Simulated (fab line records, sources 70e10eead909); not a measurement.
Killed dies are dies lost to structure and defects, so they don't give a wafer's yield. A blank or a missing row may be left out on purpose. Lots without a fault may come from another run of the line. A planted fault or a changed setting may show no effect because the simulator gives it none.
fab line records | flow nand_harc
record lots=13 wafers=39 last_day=33
route steps=1302 shown A_SLIT@943 A_SIN_REMOVE@951 A_WL_FILL@952
lots that met no fault: from a run of the same line without faults
start_h: hours from the record's first day to the start of the lot's first wafer shown | wait_h: hours since the lot's step before | " the same as in the row above | L1.1+2: a row that stands for several wafers | - no value, or no start given | * or withheld: withheld | < > ~ a bound
route shown NAME@n: a module of which the file shows steps, and the number in the route of the first | usual: mean/standard deviation of fault-free wafers | same: alike in all rows | chamber/n: place in a boat | sites: the reading at each site | _std_site: their standard deviation | _edge_site: outer sites' mean less inner sites' | radius_mm: how far each site lies from the wafer's centre | mask NAME#n: copy n | behind: the tool/chamber that last shaped the wafer | hold: why the lot was held/for how many hours/how that ended | device: the transistor (n, p or np) that didn't switch | end of line: the same wafers' tests at the end of the route | a step without rows: its recipe alone | killed: dies lost to structure and defects at the first sort, not the wafer's yield | map: a wafer's dies, x killed, . not, _ none there
set.NAME: the setting as run; set.NAME@STEP: as run at that earlier step | model.NAME: the simulator's own value behind a step, which no gauge read
steps of the route over a sample of lots; a table a step, a row a wafer
services: from which hour (start_h, from the record's first day; less than 0 if before it) a tool's chamber was out of use, for how many hours, and why
## steps
# step NHARC_A_SLIT_STRIP_18
# recipe o2_flow_sccm=500 ar_flow_sccm=0 bias_w=0 chemistry=O2
# usual drypump_motor_current_A=5.8/0.43 oes_product_au=0.999/0.0099 rf_vpp_V=57.8/0.94 showerhead_plenum_p_Torr=3.52/0.14 throttle_valve_pct=17.036/0.0096
# same bias_w=0
# columns lot.wafer tool chamber start_h wait_h drypump_motor_current_A oes_product_au rf_hours_counter_h rf_vpp_V showerhead_plenum_p_Torr throttle_valve_pct
L201.4 rie_diel-06 2 - - 5.7 0.992 7.8 57.4 3.59 17.046
L201.5 " 2 " " 5.7 0.990 - 58.8 3.59 17.034
L201.6 " 3 " " 5.4 0.971 - 58.0 3.30 17.045
L203.1 rie_diel-10 0 - - 6.0 0.993 3.3 57.7 3.32 17.039
L203.4 " 1 " " 5.6 1.002 3.3 57.4 3.36 17.041
L203.5 " 0 " " 6.0 1.005 - 56.9 3.32 17.043
L204.4 rie_diel-01 1 - - 6.6 1.013 5.1 59.5 3.75 17.059
L204.5 " 0 " " 6.1 0.987 - 56.5 3.52 17.027
L204.6 " 1 " " 6.6 1.015 - 56.0 3.75 17.030
L207.2 rie_diel-06 2 - - 5.7 0.999 2.5 56.9 3.59 17.033
L207.3 " 0 " " 5.8 1.010 2.7 57.8 3.48 17.033
L207.6 " 2 " " 5.7 1.003 - 57.2 3.59 17.036
L210.4 rie_diel-01 3 - - 5.0 1.001 7.4 58.3 3.57 17.019
L210.3 " 0 " " 6.1 0.984 7.0 58.0 3.52 17.008
L210.2 " 1 " " 6.6 1.005 8.2 58.8 3.75 17.027
L209.1 rie_diel-01 3 - - 5.0 1.002 7.9 57.8 3.57 17.039
L209.2 " 2 " " 5.5 1.011 7.7 57.1 3.66 17.036
L209.6 " 0 " " 6.1 0.991 - 59.0 3.52 17.031
L214.3 rie_diel-01 1 - - 6.6 0.997 3.4 58.2 3.74 17.031
L214.5 " 0 " " 6.1 0.987 - 58.2 3.52 17.039
L214.6 " 1 " " 6.6 0.985 - 58.5 3.74 17.025
L216.2 rie_diel-06 2 - - 5.7 1.022 8.4 58.6 3.59 17.037
L216.1 " 3 " " 5.4 0.997 8.3 57.0 3.29 17.034
L216.5 " 3 " " 5.4 0.999 - 54.9 3.29 17.019
L218.3 rie_diel-06 0 - - 5.7 1.010 8.8 58.0 3.48 17.036
L218.2 " 1 " " 6.3 1.004 9.1 56.5 3.32 17.025
L218.1 " 2 " " 5.7 1.006 9.5 59.6 3.59 17.046
L219.4 rie_diel-10 2 - - 6.2 1.008 1.3 58.0 3.61 17.039
L219.1 " 1 " " 5.6 0.990 1.7 57.9 3.36 17.035
L219.6 " 2 " " 6.1 1.004 - 58.3 3.61 17.035
L220.4 rie_diel-01 0 - - 6.1 0.993 5.5 57.5 3.52 17.046
L220.3 " 2 " " 5.6 0.993 6.7 59.1 3.66 17.026
L220.5 " 0 " " 6.1 0.980 - 56.6 3.52 17.032
L221.2 rie_diel-01 1 - - 6.5 0.983 7.3 58.3 3.74 17.022
L221.4 " 3 " " 5.0 1.009 6.0 57.3 3.57 17.029
L221.6 " 0 " " 6.1 0.982 - 58.2 3.52 17.037
L222.2 rie_diel-10 2 - - 6.1 1.003 4.1 58.3 3.60 17.052
L222.4 " 3 " " 5.4 0.995 5.7 58.0 3.62 17.025
L222.6 " 1 " " 5.7 0.995 - 57.6 3.36 17.020
# step NHARC_A_SIN_REMOVE_INSPECT_04
# usual raw_defect_count=372/80
# columns lot.wafer tool chamber start_h wait_h raw_defect_count
L201.4 defect_inspect-02 - 473.93 0.0 407
L201.5 " - " " 448
L201.6 " - " " 344
L203.1 defect_inspect-02 - 486.71 0.0 354
L203.4 " - " " 334
L203.5 " - " " 400
L204.4 defect_inspect-01 - 506.92 0.0 300
L204.5 " - " " 330
L204.6 " - " " 420
L207.2 defect_inspect-01 - 530.40 0.0 446
L207.3 " - " " 541
L207.6 " - " " 355
L210.2 defect_inspect-02 - 558.29 0.0 381
L210.3 " - " " 441
L210.4 " - " " 325
L209.1 defect_inspect-02 - 563.70 0.0 391
L209.2 " - " " 533
L209.6 " - " " 311
L214.3 defect_inspect-01 - 612.98 0.0 274
L214.5 " - " " 317
L214.6 " - " " 318
L216.1 defect_inspect-01 - 626.44 0.0 312
L216.2 " - " " 320
L216.5 " - " " 383
L219.1 defect_inspect-01 - 638.74 0.0 462
L219.4 " - " " 509
L219.6 " - " " 373
L218.1 defect_inspect-02 - 638.74 0.0 360
L218.2 " - " " 341
L218.3 " - " " 386
L220.3 defect_inspect-01 - 660.58 0.0 327
L220.4 " - " " 278
L220.5 " - " " 313
L221.2 defect_inspect-02 - 681.74 0.0 309
L221.4 " - " " 395
L221.6 " - " " 371
L222.2 defect_inspect-01 - 692.29 0.0 308
L222.4 " - " " 335
L222.6 " - " " 309
# step NHARC_A_WL_FILL_ALD_00
# recipe target_thk_a=30 pulse_time_s=3 ald_cycles=30 temp_c=300 material=Al2O3
# usual ald_cycles=30/0 heater_power_w=486/55 precursor_pulse_height_rel=0.999/0.02
# columns lot.wafer tool chamber start_h wait_h ald_cycles heater_power_w precursor_pulse_height_rel
L201.4 ald_hk-02 1 473.99 0.1 30 457 1.020
L201.6 " 1 " " 30 449 1.025
L201.5 " 2 " " 30 404 1.014
L203.4 ald_hk-02 3 486.77 0.1 30 399 0.990
L203.1 " 2 " " 30 412 0.984
L203.5 " 3 " " 30 398 0.923
L204.4 ald_hk-02 1 507.04 0.1 30 453 1.041
L204.5 " 3 " " 30 397 0.992
L204.6 " 0 " " 30 540 1.020
L207.2 ald_hk-04 0 530.65 0.2 30 485 0.989
L207.3 " 2 " " 30 543 0.974
L207.6 " 3 " " 30 542 0.971
L210.4 ald_hk-02 0 558.35 0.1 30 521 1.010
L210.2 " 1 " " 27 428 0.975
L210.3 " 3 " " 30 415 1.025
L209.1 ald_hk-02 1 563.79 0.1 30 430 1.025
L209.2 " 3 " " 27 412 0.969
L209.6 " 0 " " 30 522 1.014
L214.3 ald_hk-04 3 613.05 0.1 30 557 1.003
L214.5 " 3 " " 30 560 0.970
L214.6 " 0 " " 30 479 0.969
L216.2 ald_hk-04 1 627.90 1.5 30 491 1.011
L216.1 " 3 " " 30 557 1.001
L216.5 " 0 " " 30 468 1.010
L219.4 ald_hk-03 0 638.80 0.1 30 569 0.989
L219.1 " 1 " " 30 515 0.966
L219.6 " 0 " " 30 591 1.004
L218.1 ald_hk-03 1 638.97 0.2 30 492 0.989
L218.2 " 2 " " 30 455 0.978
L218.3 " 0 " " 30 582 0.982
L220.3 ald_hk-04 0 660.75 0.2 30 473 1.001
L220.4 " 1 " " 30 493 1.009
L220.5 " 3 " " 30 547 1.012
L221.2 ald_hk-02 1 681.83 0.1 30 435 0.987
L221.4 " 2 " " 30 406 0.967
L221.6 " 1 " " 30 444 1.028
L222.2 ald_hk-04 2 692.42 0.1 30 516 1.029
L222.4 " 3 " " 30 567 1.000
L222.6 " 1 " " 30 485 0.982
# step NHARC_A_WL_FILL_ALD_02
# recipe target_thk_a=20 pulse_time_s=3 ald_cycles=100 temp_c=450 material=TiN
# usual ald_cycles=100/0 heater_power_w=1137/110 precursor_pulse_height_rel=1.000/0.018
# columns lot.wafer tool chamber start_h wait_h ald_cycles heater_power_w precursor_pulse_height_rel
L201.4 ald_metal-02 0 474.47 0.1 100 961 0.973
L201.5 " 0 " " 100 981 1.022
L201.6 " 1 " " 100 1271 1.006
L203.1 ald_metal-01 2 487.50 0.2 100 1105 1.022
L203.4 " 0 " " 100 1300 0.982
L203.5 " 1 " " 100 1009 1.002
L204.5 ald_metal-03 2 507.80 0.2 100 1315 1.013
L204.4 " 3 " " 100 952 1.011
L204.6 " 0 " " 100 1186 1.015
L207.2 ald_metal-03 2 531.16 0.2 100 1268 1.017
L207.3 " 3 " " 100 982 1.020
L207.6 " 3 " " 100 973 0.989
L210.2 ald_metal-03 3 558.83 0.2 100 985 0.967
L210.3 " 0 " " 100 1185 0.985
L210.4 " 2 " " 100 1300 1.015
L209.2 ald_metal-02 0 564.26 0.2 100 993 1.011
L209.1 " 1 " " 100 1217 1.019
L209.6 " 0 " " 100 991 0.963
L214.3 ald_metal-03 2 613.72 0.2 100 1267 0.970
L214.5 " 1 " " 100 1186 1.026
L214.6 " 2 " " 100 1248 1.010
L216.1 ald_metal-03 0 628.44 0.3 100 1191 0.965
L216.2 " 1 " " 100 1184 0.992
L216.5 " 2 " " 100 1227 0.995
L219.1 ald_metal-03 0 639.33 0.2 100 1179 1.000
L219.4 " 3 " " 100 985 0.990
L219.6 " 0 " " 100 1185 0.973
L218.2 ald_metal-01 2 639.44 0.2 100 1066 0.987
L218.3 " 0 " " 100 1184 0.996
L218.1 " 1 " " 100 956 1.008
L220.3 ald_metal-02 1 661.30 0.2 100 1214 0.987
L220.5 " 1 " " 100 1217 0.950
L220.4 " 0 " " 100 949 0.992
L221.4 ald_metal-01 1 682.31 0.1 100 951 1.044
L221.2 " 3 " " 100 1272 0.990
L221.6 " 1 " " 100 967 1.002
L222.4 ald_metal-01 0 692.89 0.1 100 1171 0.993
L222.2 " 1 " " 100 981 1.011
L222.6 " 3 " " 100 1285 1.000
## services
# columns tool chamber start_h hours kind
rie_diel-10 2 457.18 5.0 repair
rie_diel-06 - 484.20 9.0 pm
ald_metal-01 1 493.26 12.2 repair
rie_diel-01 2 512.79 9.8 repair
ald_metal-02 - 526.00 0.5 repair
ald_metal-01 - 526.10 10.0 pm
ald_hk-02 - 527.99 10.0 pm
rie_diel-10 0 548.78 4.7 repair
ald_metal-01 - 550.50 0.7 repair
rie_diel-10 2 555.18 27.8 repair
rie_diel-01 - 557.80 9.0 pm
ald_metal-03 - 568.00 10.0 pm
rie_diel-01 3 576.73 5.4 repair
rie_diel-01 - 595.25 0.5 repair
rie_diel-10 - 596.52 9.0 pm
ald_metal-02 - 610.15 10.0 pm
rie_diel-01 0 610.90 3.2 repair
ald_hk-04 - 613.21 10.0 pm
rie_diel-06 3 627.40 37.9 repair
ald_metal-01 3 628.68 10.7 repair
ald_metal-03 2 633.09 11.0 repair
ald_metal-02 2 647.58 41.0 repair
ald_metal-01 1 653.41 14.4 repair
rie_diel-06 - 661.20 9.0 pm
## key
first_sign step=NHARC_A_WL_FILL_ALD_00 reading=ald_cycles direction=down sigmas=99+ usual=30 struck=27
effect none on later readings
met_at NHARC_A_WL_FILL_ALD_00
struck_lots L209,L210
struck_wafers L209.2,L210.2
tester_left_out L209,L210
not_acting_at NHARC_A_SLIT_STRIP_18,NHARC_A_SIN_REMOVE_INSPECT_04,NHARC_A_WL_FILL_ALD_02
onset_between 507.04 558.35
fault kind=process_parameter_drift tool=ald_hk-02 chamber=- onset_h=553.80 steps=NHARC_A_WL_FILL_ALD_00 channel=ald_cycles offset=-3 shape=step end_h=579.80 scope=struck_wafers_only acts_in=these_recipes_only stated=30
# tester_left_out: of these lots the tester's yield and bins aren't shown, on N5 and GAA mostly nor the transistor test; their killed dies are dies lost to structure and defects alone, not to doping, threshold or leakage, so they don't give the yield
